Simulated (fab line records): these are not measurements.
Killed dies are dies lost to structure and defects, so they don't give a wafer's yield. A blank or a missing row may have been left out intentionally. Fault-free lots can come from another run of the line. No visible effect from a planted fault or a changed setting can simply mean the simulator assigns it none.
Chamber matching :: flow n5_finfet :: 4 sister chambers for N5_BEOL_M0_SAQP_ETCH_84 on rie_diel-05
The step etches SOC in N2/H2, target depth 100 nm, overetch 20 nm, time 150 s. 4 wafers are shown with their chamber, then 7 later ones without.

## WAFERS WITH THEIR CHAMBER
wafer: L078.2
chamber: 0
showerhead_plenum_p_Torr (Torr): 2.46

wafer: L080.1
chamber: 1
showerhead_plenum_p_Torr (Torr): 2.61

wafer: L085.2
chamber: 3
showerhead_plenum_p_Torr (Torr): 2.65

wafer: L085.4
chamber: 2
showerhead_plenum_p_Torr (Torr): 2.53

## WAFERS WITHOUT THEIR CHAMBER
wafer: L085.6
showerhead_plenum_p_Torr (Torr): 2.45

wafer: L086.3
showerhead_plenum_p_Torr (Torr): 2.60

wafer: L086.4
showerhead_plenum_p_Torr (Torr): 2.53

wafer: L086.6
showerhead_plenum_p_Torr (Torr): 2.65

wafer: L088.2
showerhead_plenum_p_Torr (Torr): 2.45

wafer: L088.4
showerhead_plenum_p_Torr (Torr): 2.53

wafer: L088.6
showerhead_plenum_p_Torr (Torr): 2.53

## EACH ONE'S CHAMBER
wafer: L085.6
from the rows above: 0
in truth: 0

wafer: L086.3
from the rows above: 1
in truth: 1

wafer: L086.4
from the rows above: 2
in truth: 2

wafer: L086.6
from the rows above: 3
in truth: 3

wafer: L088.2
from the rows above: 0
in truth: 0

wafer: L088.4
from the rows above: 2
in truth: 2

wafer: L088.6
from the rows above: 2
in truth: 2
7 of 7 placed correctly. Can't be placed from these rows: 0. Number placed wrongly: 0.
How it was worked out, from the rows above alone: a wafer's distance from a chamber is the root of the sum, over the readings, of the square of ((its reading less the chamber's mean) divided by the reading's scatter). If the next closest chamber is less than 2 further off than the closest, the wafer can't be placed; otherwise it belongs to the closest. The mean given for a chamber averages the wafers shown for that chamber. The scatter: root of mean squared gap, hidden wafer to nearest shown wafer, with one shown wafer a chamber.
